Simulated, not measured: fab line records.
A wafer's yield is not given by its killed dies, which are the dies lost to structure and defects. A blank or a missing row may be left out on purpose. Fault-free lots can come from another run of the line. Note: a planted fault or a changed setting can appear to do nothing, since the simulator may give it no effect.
Which tool is to blame? / flow n5 finfet / 12 lots, 36 wafers sampled, at 1 step of a route of 1938

## WHAT EACH GAUGE READ, for each wafer
N5_HKMG_FIN_THK_MEAS_70: measures by xrf.
lot=L075; measured=day 4 08:05; on=film metro-01; HK_THK (nm)=1.633 1.609 1.652
lot=L077; measured=day 5 00:01; on=film metro-02; HK_THK (nm)=1.644 1.627 1.641
lot=L079; measured=day 5 11:20; on=film metro-01; HK_THK (nm)=1.622 1.632 1.633
lot=L081; measured=day 5 23:59; on=film metro-02; HK_THK (nm)=1.619 1.629 1.645
lot=L083; measured=day 6 10:46; on=film metro-01; HK_THK (nm)=1.625 1.609 1.634
lot=L085; measured=day 6 21:20; on=film metro-01; HK_THK (nm)=1.642 1.633 1.653
lot=L087; measured=day 7 13:04; on=film metro-01; HK_THK (nm)=1.643 1.611 1.642
lot=L089; measured=day 8 07:31; on=film metro-02; HK_THK (nm)=1.599 1.602 1.649
lot=L091; measured=day 8 10:07; on=film metro-01; HK_THK (nm)=1.631 1.626 1.626
lot=L093; measured=day 8 20:18; on=film metro-02; HK_THK (nm)=1.592 1.624 1.602
lot=L095; measured=day 9 07:28; on=film metro-01; HK_THK (nm)=1.627 1.619 1.631
lot=L097; measured=day 9 19:40; on=film metro-02; HK_THK (nm)=1.648 1.601 1.579

## WHAT TOOL EACH LOT RAN ON (gives the tool, then ch and the chambers of the sampled wafers, and finally the start)
Before these readings, the record contains no process step.

## THE ANSWER, worked out from the rows above alone
Rule: what is usual is taken from the lots themselves. Put in order of their means at a reading, lots are off if they are a third of the lots or fewer, leave a main group of 4 or more, and stand apart from it by a gap of 3 or more times the standard deviation of the main group's means; of several such gaps the widest counts. A main group whose means are all the same, to the digits that the tables above print for the reading, isn't used. Also off: a lot with no number at a reading for which 4 or more lots have one. The other lots that the step has rows for count as sound.
None of the lots is off at any reading shown; this tells nothing.

## WHAT THE SIMULATOR PUT IN
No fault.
